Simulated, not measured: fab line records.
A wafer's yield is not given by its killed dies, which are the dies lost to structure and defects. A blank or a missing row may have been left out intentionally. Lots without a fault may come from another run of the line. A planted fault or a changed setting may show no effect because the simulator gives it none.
Split-lot experiment -- flow n5-finfet -- 7 lots, 21 wafers read, on a route of 1938 steps

ON THE SPLIT
At N5_BEOL_M15_TRENCH_ETCH_34 (etches SiO2 in C4F8/O2/Ar, target depth 872.93 nm, time 199 s), the setting time-s was moved away from the recipe's 199 s on 6 of the 21 wafers read, by -22.1% to +22.2%. The other wafers ran this setting at the recipe's value.

FROM THE SPLIT TO THE READING: what the file shows between them, 7 steps
- N5_BEOL_M15_STRIP_36: strips in O2
- N5_BEOL_M15_ECD_47: material Cu, target thk 1860 nm
- N5_BEOL_M15_ANNEAL_48: time 90 s
- N5_BEOL_M15_CMP_49: polishes, stops on SiO2, t overpolish 4.9 s, target thk 850 nm
- N5_BEOL_M15_THK_MEAS_50: measures by xrf
- N5_BEOL_M15_PRE_CLEAN_52: time 15 s
- N5_BEOL_M15_DEP_53: deposits SiCN from 3MS/NH3, target thk 50 nm, time 17.8 s

THE READING
At N5_BEOL_M15_RS_MEAS_54, a four-point-probe measurement gives M15_RS in ohm/sq. Typical for fault-free wafers on this fab line: 0.0214 ohm/sq, with standard deviation 0.00043 ohm/sq.

wafer,"tool, chamber at the split","time-s as run, s",against the recipe,"M15_RS, ohm/sq",against lot-mates on the recipe
L079.2,"rie-diel-03, 0",155.1,-22.1%,0.0279,+0.0067
L079.4,"rie-diel-03, 3",199,recipe,0.0213,-
L079.5,"rie-diel-03, 3",199,recipe,0.0211,-
L082.1,"rie-diel-05, 3",199,recipe,0.0216,-
L082.2,"rie-diel-05, 1",199,recipe,0.0211,-
L082.6,"rie-diel-05, 1",199,recipe,0.0211,-
L084.2,"rie-diel-05, 0",157.3,-21.0%,0.0269,+0.0059
L084.4,"rie-diel-05, 2",199,recipe,0.0209,-
L084.6,"rie-diel-05, 0",199,recipe,0.0211,-
L086.3,"rie-diel-03, 3",199,recipe,0.0216,-
L086.5,"rie-diel-03, 2",199,recipe,0.0216,-
L086.6,"rie-diel-03, 3",199,recipe,0.0216,-
L087.1,"rie-diel-06, 3",199,recipe,0.0213,-
L087.2,"rie-diel-06, 1",199,recipe,0.0223,-
L087.5,"rie-diel-06, 1",243.2,+22.2%,0.0180,-0.0038
L088.1,"rie-diel-03, 3",241.4,+21.3%,0.0174,-0.0040
L088.3,"rie-diel-03, 1",241.4,+21.3%,0.0175,-0.0039
L088.5,"rie-diel-03, 2",199,recipe,0.0214,-
L091.2,"rie-diel-05, 3",227.7,+14.4%,0.0187,-0.0023
L091.5,"rie-diel-05, 2",199,recipe,0.0205,-
L091.6,"rie-diel-05, 3",199,recipe,0.0215,-

FIT RESULTS
A straight line over all 21 wafers: M15_RS changes by -0.000217 ohm/sq for each +1% of time-s; r = -0.97; the points scatter about the line by 0.00066 ohm/sq.
The same after taking each lot's own level away (the mean of its wafers on the recipe; 21 wafers): -0.000224 ohm/sq for each +1%; r = -0.97; scatter 0.00062 ohm/sq.
That fit puts the effect of the largest move of time-s on the reading at 0.005 ohm/sq.
The span of the lots' own levels, 0.02100 to 0.02180 ohm/sq, comes to 1.9 times the standard deviation stated above.
The two slopes are in agreement: the lot-to-lot level therefore moves the slope only a little.
Check: with one of the wafers moved furthest among these (+22.2%) left out of the fit, the line predicts -0.0049 ohm/sq for it against its lot-mates. Against them it came out at -0.0038 ohm/sq.

THE OTHER SPLITS THESE WAFERS WENT THROUGH
Other splits were also applied to these wafers ahead of the reading. Each is held against what the fit with the lots' levels taken away leaves over:
other split on the same wafers,wafers away from the commonest value,r with M15_RS (lot level and that fit taken away)
N5_BEOL_M14_EXPOSE_25 dose-mj,8,+0.34
N5_BEOL_M15_PEB_26 peb-time-s,7,+0.00

THE WHOLE CHAIN: every reading that the file lists as answering this split, in the file's order
step,what it does,reading,change (the file's fit),r (the file's)
N5_BEOL_M15_TRENCH_ETCH_34,"etches SiO2 in C4F8/O2/Ar, target depth 872.93 nm, time 199 s","etch.depth-nm (the simulator's own value, which no gauge read)",+8.6 nm for each +1% of the setting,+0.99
N5_BEOL_M15_TRENCH_ETCH_34,"etches SiO2 in C4F8/O2/Ar, target depth 872.93 nm, time 199 s","coat_of_BEOL_M15_COAT_22.thk-nm (the simulator's own value, which no gauge read)",-1.74 nm for each +1% of the setting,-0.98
N5_BEOL_M15_CMP_49,"polishes, stops on SiO2, t overpolish 4.9 s, target thk 850 nm","Cu_of_BEOL_M15_ECD_47.thk-nm (the simulator's own value, which no gauge read)",+8.6 nm for each +1% of the setting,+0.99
N5_BEOL_M15_THK_MEAS_50,measures by xrf,M15_THK,+8.58 for each +1% of the setting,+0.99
N5_BEOL_M15_RS_MEAS_54,measures by four-point-probe,M15_RS,-0.000226 for each +1% of the setting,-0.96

FILE'S OWN FIT
M15_RS changes by -0.000226 ohm/sq for each +1% of time-s, r = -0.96.
